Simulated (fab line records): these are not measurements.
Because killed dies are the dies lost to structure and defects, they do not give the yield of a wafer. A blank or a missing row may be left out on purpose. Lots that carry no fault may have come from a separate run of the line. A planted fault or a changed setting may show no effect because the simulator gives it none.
Split-lot experiment | flow n5_finfet | 39 wafers read from 7 lots, route of 1938 steps

ON THE SPLIT
At N5_SD_EPI_P_EPI_21 (deposits SiGe:B, time 355 s), the setting temp_c was moved away from the recipe's 550 C on 15 of the 39 wafers read, by -0.7% to +0.7%. For the rest of the wafers, this setting stayed at what the recipe calls for.

THE PATH FROM SPLIT TO READING: the file shows 1 step between them
- N5_SD_EPI_P_EPI_MEAS_23

THE READING
SiGe-B_of_SD_EPI_P_EPI_21.thk_nm (the simulator's own value, which no gauge read), in nm, at N5_SD_EPI_P_HM_STRIP_48 (strips SiNx in H3PO4, material SiNx, target depth 3 nm). There is no usual value for it anywhere in the file. Across the 24 wafers here that went through the recipe, the average is 60.6 nm and the standard deviation 1.1 nm.

wafer  | tool, chamber at the split | temp_c as run, C | against the recipe | SiGe-B_of_SD_EPI_P_EPI_21.thk_nm, nm | against lot-mates on the recipe
L078.1 | epi_rpcvd-04, 0            | 551.3            | +0.2%              | 62                                   | +1.1
L078.2 | epi_rpcvd-04, 0            | 550              | recipe             | 61.4                                 | -
L078.3 | epi_rpcvd-04, 0            | 550              | recipe             | 60.4                                 | -
L078.4 | epi_rpcvd-04, 0            | 550              | recipe             | 60.8                                 | -
L078.5 | epi_rpcvd-04, 0            | 551.3            | +0.2%              | 62.4                                 | +1.5
L078.6 | epi_rpcvd-04, 0            | 551.3            | +0.2%              | 63                                   | +2.1
L080.1 | epi_rpcvd-02, 0            | 552.7            | +0.5%              | 65.4                                 | +4.3
L080.2 | epi_rpcvd-02, 0            | 550              | recipe             | 61.2                                 | -
L080.4 | epi_rpcvd-02, 0            | 550              | recipe             | 61.2                                 | -
L080.3 | epi_rpcvd-02, 0            | 552.7            | +0.5%              | 64.8                                 | +3.7
L080.5 | epi_rpcvd-02, 0            | 552.7            | +0.5%              | 64.6                                 | +3.5
L080.6 | epi_rpcvd-02, 0            | 550              | recipe             | 60.8                                 | -
L084.1 | epi_rpcvd-01, 0            | 550              | recipe             | 61.2                                 | -
L084.2 | epi_rpcvd-01, 0            | 550              | recipe             | 60.6                                 | -
L084.4 | epi_rpcvd-01, 0            | 550              | recipe             | 60.6                                 | -
L084.3 | epi_rpcvd-01, 0            | 550              | recipe             | 60.4                                 | -
L084.5 | epi_rpcvd-01, 0            | 550              | recipe             | 61                                   | -
L084.6 | epi_rpcvd-01, 0            | 550              | recipe             | 60.8                                 | -
L088.4 | epi_rpcvd-04, 0            | 550              | recipe             | 59.8                                 | -
L088.5 | epi_rpcvd-04, 0            | 550              | recipe             | 60                                   | -
L088.6 | epi_rpcvd-04, 0            | 550              | recipe             | 59.2                                 | -
L090.1 | epi_rpcvd-01, 0            | 550              | recipe             | 62.6                                 | -
L090.2 | epi_rpcvd-01, 0            | 550              | recipe             | 62.6                                 | -
L090.3 | epi_rpcvd-01, 0            | 550              | recipe             | 62                                   | -
L090.4 | epi_rpcvd-01, 0            | 546.9            | -0.6%              | 58.2                                 | -4.2
L090.5 | epi_rpcvd-01, 0            | 546.9            | -0.6%              | 57.4                                 | -5.0
L090.6 | epi_rpcvd-01, 0            | 546.9            | -0.6%              | 57.4                                 | -5.0
L092.1 | epi_rpcvd-04, 0            | 546.4            | -0.7%              | 55                                   | -3.8
L092.2 | epi_rpcvd-04, 0            | 546.4            | -0.7%              | 55                                   | -3.8
L092.3 | epi_rpcvd-04, 0            | 550              | recipe             | 58.8                                 | -
L092.4 | epi_rpcvd-04, 0            | 546.4            | -0.7%              | 54.4                                 | -4.4
L092.5 | epi_rpcvd-04, 0            | 550              | recipe             | 58.4                                 | -
L092.6 | epi_rpcvd-04, 0            | 550              | recipe             | 59.2                                 | -
L097.1 | epi_rpcvd-01, 0            | 550              | recipe             | 60.8                                 | -
L097.2 | epi_rpcvd-01, 0            | 553.7            | +0.7%              | 66.6                                 | +5.7
L097.3 | epi_rpcvd-01, 0            | 550              | recipe             | 60                                   | -
L097.4 | epi_rpcvd-01, 0            | 550              | recipe             | 61.8                                 | -
L097.5 | epi_rpcvd-01, 0            | 553.7            | +0.7%              | 66                                   | +5.1
L097.6 | epi_rpcvd-01, 0            | 553.7            | +0.7%              | 67.2                                 | +6.3

THE FIT
A straight line over all 39 wafers: SiGe-B_of_SD_EPI_P_EPI_21.thk_nm changes by +8.04 nm for each +1% of temp_c; r = +0.94; the points scatter about the line by 1 nm.
The same after taking each lot's own level away (the mean of its wafers on the recipe; 39 wafers): +7.63 nm for each +1%; r = +0.98; scatter 0.53 nm.
The reading moves by 5.1 nm for the largest change in temp_c, on that fit.
Measured against the standard deviation above, the lots' own levels, which go from 58.80 to 62.40 nm, span 3.4 times it.
So the lot-to-lot level changes the slope little: the two slopes agree.
Check: with one of the wafers moved furthest among these (+0.7%) left out of the fit, the line predicts +5.14 nm for it against its lot-mates. It came out at +5.73 nm against them.

THE OTHER SPLITS THESE WAFERS WENT THROUGH
These wafers also went through other splits before the reading. Each is held against what the fit with the lots' levels taken away leaves over:
other split on the same wafers        | wafers away from the commonest value | r with SiGe-B_of_SD_EPI_P_EPI_21.thk_nm (lot level and that fit taken away)
N5_PMOS_HMC_CHANNEL_EPI_EPI_20 temp_c | 9                                    | -0.10

THE WHOLE CHAIN: every reading that the file lists as answering this split, in the file's order
step                    | what it does                                           | reading                                                                           | change (the file's fit)              | r (the file's)
N5_SD_EPI_P_EPI_21      | deposits SiGe:B, time 355 s                            | SiGe-B_of_SD_EPI_P_EPI_21.thk_nm (the simulator's own value, which no gauge read) | +7.69 nm for each +1% of the setting | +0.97
N5_SD_EPI_P_EPI_MEAS_23 |                                                        | thk_nm                                                                            | withheld for each +1% of the setting | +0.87
N5_SD_EPI_P_HM_STRIP_48 | strips SiNx in H3PO4, material SiNx, target depth 3 nm | SiGe-B_of_SD_EPI_P_EPI_21.thk_nm (the simulator's own value, which no gauge read) | +7.64 nm for each +1% of the setting | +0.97

FILE'S OWN FIT
SiGe-B_of_SD_EPI_P_EPI_21.thk_nm changes by +7.64 nm for each +1% of temp_c, r = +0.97.
